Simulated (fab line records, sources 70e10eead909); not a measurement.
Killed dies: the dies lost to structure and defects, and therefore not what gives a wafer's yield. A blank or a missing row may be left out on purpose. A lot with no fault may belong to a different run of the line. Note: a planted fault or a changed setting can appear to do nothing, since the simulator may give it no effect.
A struck lot beside a sound one | flow nand-harc | 36 steps out of a route of 1159
Sound: wafers L973.1, L973.2, L973.6. Struck: wafer L980.4. The cause is named last.
For every step that has rows: the tool of each side, followed by ch and its chambers, followed by its first start. Under that, the readings that differ: sound wafers | struck wafers | difference of the means | sigmas: that difference in standard deviations of wafers without a fault.
alike: same words and numbers on both sides, and readings whose means sit less than 2 such deviations apart. not compared: any withheld reading, any reading some wafer has no value for, any bound like >300 that may hide the same value, and any number with overlapping values for which the record gives no deviation.
Wherever a step has rows on one side only, a row that says differs or no value, or a row with sigmas, the two part there. Non-overlapping numbers with no deviation appear without sigmas and do not part them. A reading missing from all wafers of one side parts the sides only when that side holds two or more wafers.

first, 3 steps without rows for these wafers: NHARC_A_STAIRCASE_PEB_439 (peb time 130 s); NHARC_A_STAIRCASE_DEVELOP_440 (time 140 s); NHARC_A_STAIRCASE_HARDBAKE_442 (time 140 s).
NHARC_A_STAIRCASE_DESCUM_443: chemistry O2, time 3 s.
  sound on rie-diel-05 ch 0,2, day 13 16:02; struck on rie-diel-04 ch 1, day 15 08:23
  alike: chamber-pressure-mTorr, drypump-motor-current-A, o2-flow-sccm, oes-product-au, rf-vpp-V, showerhead-plenum-p-Torr, throttle-valve-pct
  not compared: rf-hours-counter-h
NHARC_A_STAIRCASE_ETCH_444: etches the open film in C4F8/O2, target depth 10200 nm, time 3400 s.
  sound on rie-diel-05 ch 0,1, day 13 16:08; struck on rie-diel-04 ch 2, day 15 08:28
  reading               | sound             | struck | difference | sigmas
  oes-product-au (a.u.) | 0.923 0.929 0.918 | 0.994  | +0.071     | +4
  rf-vpp-V (V)          | 801 800 800       | 813    | +13        | +2
  alike: chamber-pressure-mTorr
  not compared: rf-hours-counter-h
NHARC_A_STAIRCASE_STRIP_446: strips in O2.
  sound on plasma-asher-02 ch 0,1, day 13 19:02; struck on plasma-asher-01 ch 1, day 15 10:52
  alike: drypump-motor-current-A, heater-power-w, temp-c
  not compared: rf-hours-counter-h
then, 3 steps without rows for these wafers: NHARC_A_STAIRCASE_STRIP_447 (strips in SPM, time 900 s); NHARC_A_STAIRCASE_PRECLEAN_448 (cleans in SC1); NHARC_A_STAIRCASE_SRD_449.
NHARC_A_STAIRCASE_CMP_450: polishes SiO2, target thk 200 nm.
  sound on cmp-03 ch 1,2, day 13 19:51; struck on cmp-02 ch 2, day 15 11:34
  alike: motor-current-A, slurry-filter-dp-kPa
NHARC_A_STAIRCASE_CMP_152: polishes.
  sound on cmp-03 ch 1,2, day 13 19:55; struck on cmp-02 ch 2, day 15 11:38
  alike: motor-current-A, slurry-filter-dp-kPa
then, 7 steps without rows for these wafers: NHARC_A_STAIRCASE_SRD_154; NHARC_A_STAIRCASE_ETCH_403 (etches SiO2 in dHF, target depth 108.2 nm); NHARC_A_STAIRCASE_ETCHBACK_422 (etches the open film in CH3F/O2, target depth 40 nm, time 74.286 s); NHARC_A_STAIRCASE_ETCH_423 (etches SiO2 in dHF, target depth 30 nm); NHARC_A_STAIRCASE_ETCHBACK_157 (etches the open film in CH3F/O2, target depth 90 nm, time 167.14 s); NHARC_A_STAIRCASE_STRIP_475 (strips in O2, time 20 s); NHARC_A_STAIRCASE_DEP_471 (deposits SiO2, target thk 100 nm).
NHARC_A_STAIRCASE_CMP_472: polishes SiO2.
  sound on cmp-02 ch 0,1,3, day 13 21:25; struck on cmp-02 ch 3, day 15 13:06
  reading                    | sound             | struck | difference | sigmas
  slurry-filter-dp-kPa (kPa) | 13.48 13.66 13.30 | 13.78  | +0.30      | +2
  alike: motor-current-A
then, 12 steps without rows for these wafers: NHARC_A_STAIRCASE_SRD_474; NHARC_A_SGD_CUT_DEP_00 (deposits SiNx, target thk 50 nm); NHARC_A_SGD_CUT_DEHYDRATE_01 (time 120 s); NHARC_A_SGD_CUT_HMDS_02 (time 30 s); NHARC_A_SGD_CUT_COAT_56 (time 75 s); NHARC_A_SGD_CUT_COAT_57 (time 65 s); NHARC_A_SGD_CUT_COAT_03 (resist thk 90 nm); NHARC_A_SGD_CUT_SOFTBAKE_04 (time 55 s); NHARC_A_SGD_CUT_EBR_05; NHARC_A_SGD_CUT_EXPOSE_06 (exposes mask SGD); NHARC_A_SGD_CUT_PEB_07 (peb time 65 s); NHARC_A_SGD_CUT_DEVELOP_08 (develop time 35 s).
NHARC_A_SGD_CUT_CD_MEAS_09: the cd target is 100 nm.
  sound on cd-sem-01 ch 0, day 13 22:37; struck on cd-sem-02 ch 0, day 15 14:13
  reading    | sound          | struck | difference | sigmas
  cd-nm (nm) | 99.0 99.8 99.6 | 100.7  | +1.2       | +2
NHARC_A_SGD_CUT_OVL_MEAS_10:
  sound on overlay-02, day 13 22:41; struck on overlay-02, day 15 14:18
  reading           | sound          | struck | difference | sigmas
  overlay-y-nm (nm) | -0.4 -0.7 -0.4 | 1.9    | +2.4       | +3
  alike: overlay-x-nm
NHARC_A_SGD_CUT_DESCUM_14: chemistry O2, time 3 s.
  sound on rie-diel-03 ch 0,2,3, day 13 22:49; struck on rie-diel-03 ch 1, day 15 17:57
  reading | sound | struck                   | difference                   | sigmas
  hold    | - - - | await-dispo/3.4h/release | no value on the sound wafers |
  alike: chamber-pressure-mTorr, drypump-motor-current-A, o2-flow-sccm, oes-product-au, rf-vpp-V, showerhead-plenum-p-Torr, throttle-valve-pct
  not compared: rf-hours-counter-h
then, 1 step without rows for these wafers: NHARC_A_SGD_CUT_ETCH_58 (etches the open film in CF4, target depth 39 nm, time 65 s).
-- record jumps: 6 days between struck wafers' starts before vs after; left off in module A_SGD_CUT, resumes in module END, first step shown is number 1159 of the route --
NHARC_END_SORT_01:
  here the record holds rows for the struck wafers (prober-01 ch 0, day 21 21:00) but none for the sound ones

## WHERE THEY PART
Earliest at NHARC_A_STAIRCASE_ETCH_444; latest, in this record, at NHARC_END_SORT_01.

WHY: whatever the simulator had introduced
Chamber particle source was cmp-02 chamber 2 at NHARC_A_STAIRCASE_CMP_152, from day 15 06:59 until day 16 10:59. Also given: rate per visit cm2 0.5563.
